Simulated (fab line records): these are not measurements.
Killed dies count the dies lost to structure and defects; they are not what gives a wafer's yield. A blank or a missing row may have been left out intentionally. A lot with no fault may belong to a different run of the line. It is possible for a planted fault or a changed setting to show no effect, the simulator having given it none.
Struck lot and sound lot, side by side :: flow nandHarc :: 23 out of 1302 route steps
Sound: the wafers L712.1, L712.2, L712.3. The struck wafers were L719.2, L719.4, L719.5. Last of all comes the cause.
Order at every step that has rows: each side's tool, ch and its chambers, its first start. Under that, the readings that differ: sound wafers :: struck wafers :: difference of the means :: sigmas: that difference in standard deviations of wafers without a fault.
alike: a reading whose means differ by less than 2 such deviations, as well as words and numbers matching on both sides. not compared: withheld readings; readings where some wafer has no value; bounds like >300 that might hide an equal value; numbers whose values overlap and for which the record gives no deviation.
A row with sigmas, a row that says differs or no value, or rows on one side alone: a step with any of these is where the two part. Numbers that don't overlap but have no deviation are shown without sigmas and don't part them. Lack of a reading on every wafer of one side parts them only where that side has two or more wafers.

first, 3 steps without rows for these wafers: NHARC_A_SLIT_EXPOSE_06 (exposes mask SLIT); NHARC_A_SLIT_PEB_07 (peb time 65 s); NHARC_A_SLIT_DEVELOP_08 (develop time 35 s).
NHARC_A_SLIT_CD_MEAS_09 targets a cd of 300 nm.
  sound on cdSem-02 ch 0, day 21 02:35; struck on cdSem-01 ch 0, day 23 12:05
  alike: cdNm
NHARC_A_SLIT_OVL_MEAS_10:
  sound on overlay-01, day 21 02:41; struck on overlay-01, day 23 12:10
  alike: overlayXNm, overlayYNm
NHARC_A_SLIT_INSPECT_11:
  sound on defectInspect-01, day 21 02:43; struck on defectInspect-02, day 23 12:12
  alike: rawDefectCount
NHARC_A_SLIT_DESCUM_14: chemistry O2, time 3 s.
  sound on rieDiel-10 ch 1,2,3, day 21 02:47; struck on rieDiel-10 ch 0,2,3, day 23 12:16
  alike: drypumpMotorCurrentA, oesProductAu, rfVppV, showerheadPlenumPTorr, throttleValvePct
  not compared: rfHoursCounterH
NHARC_A_SLIT_ETCH_24: etches the open film in CF4/CHF3, target depth 121 nm, time 60.5 s.
  sound on rieDiel-10 ch 1,2,3, day 21 02:52; struck on rieDiel-10 ch 1,2,3, day 23 12:21
  alike: drypumpMotorCurrentA, oesProductAu, rfVppV, showerheadPlenumPTorr, throttleValvePct
  not compared: rfHoursCounterH
NHARC_A_SLIT_ETCH_15: etches the open film in O2/COS, target depth 6200 nm, time 1612 s.
  sound on rieDiel-10 ch 0,1,2; struck on rieDiel-10 ch 0,1,2
  alike: drypumpMotorCurrentA, oesProductAu, rfVppV, showerheadPlenumPTorr, throttleValvePct
  not compared: rfHoursCounterH
then, 3 steps without rows for these wafers: NHARC_A_SLIT_ETCH_17 (etches the open film in C4F8/O2/Ar, time 4254.5 s, target depth 20300 nm); NHARC_A_SLIT_ETCH_26 (etches the open film in C4F8/O2/Ar, time 90 s, target depth 400 nm); NHARC_A_SLIT_STRIP_28 (strips in O2/COS).
NHARC_A_SLIT_ETCH_29: etches the open film in CF4/O2, target depth 100 nm, overetch 10 nm, time 55 s.
  sound on rieDiel-04 ch 1,2,3, day 21 11:33; struck on rieDiel-04 ch 2,3, day 23 18:42
  alike: drypumpMotorCurrentA, oesProductAu, rfVppV, showerheadPlenumPTorr, throttleValvePct
  not compared: rfHoursCounterH
NHARC_A_SLIT_STRIP_18: strips in O2.
  sound on rieDiel-04 ch 1,2,3; struck on rieDiel-04 ch 0,3
  alike: drypumpMotorCurrentA, oesProductAu, rfVppV, showerheadPlenumPTorr, throttleValvePct
  not compared: rfHoursCounterH
then, 2 steps without rows for these wafers: NHARC_A_SLIT_PRECLEAN_19 (cleans in SC1); NHARC_A_SLIT_SRD_20.
NHARC_A_SLIT_CD_MEAS_21:
  sound on cdSem-02, day 21 12:05; struck on cdSem-01, day 23 19:14
  alike: cdNm
then, 3 steps without rows for these wafers: NHARC_A_SIN_REMOVE_WET_00 (chemistry H3PO4, time 15300 s); NHARC_A_SIN_REMOVE_PRECLEAN_01 (cleans in SC1); NHARC_A_SIN_REMOVE_SRD_02.
NHARC_A_SIN_REMOVE_INSPECT_04:
  sound on defectInspect-02, day 21 18:43; struck on defectInspect-02, day 24 00:51
reading: rawDefectCount
sound: 522 425 373
struck: 1108 940 866
difference: +531
sigmas: +6
NHARC_A_WL_FILL_ALD_00: deposits Al2O3, target thk 3 nm, pulse time 3 s, ald cycles 30.
  sound on aldHk-04 ch 0,2,3, day 21 18:49; struck on aldHk-04 ch 0,2,3, day 24 00:57
reading: susceptorTempC (C)
sound: 300.42 300.14 300.20
struck: - - -
difference: no value on the struck wafers
sigmas: 
  alike: heaterPowerOuterW, heaterPowerW, precursorPulseHeightRel
-- jump in the record: it breaks off in module A_WL_FILL and resumes in module END (first step shown: number 1302 of the route), and 4 days separate the struck wafers' starts before and after --
NHARC_END_SORT_01:
  the record has rows for the struck wafers here (prober-02 ch 0, day 28 02:26) and none for the sound ones

== WHERE THEY PART ==
First at NHARC_A_SIN_REMOVE_INSPECT_04; last, within this record, at NHARC_END_SORT_01.

WHY: whatever the simulator had introduced
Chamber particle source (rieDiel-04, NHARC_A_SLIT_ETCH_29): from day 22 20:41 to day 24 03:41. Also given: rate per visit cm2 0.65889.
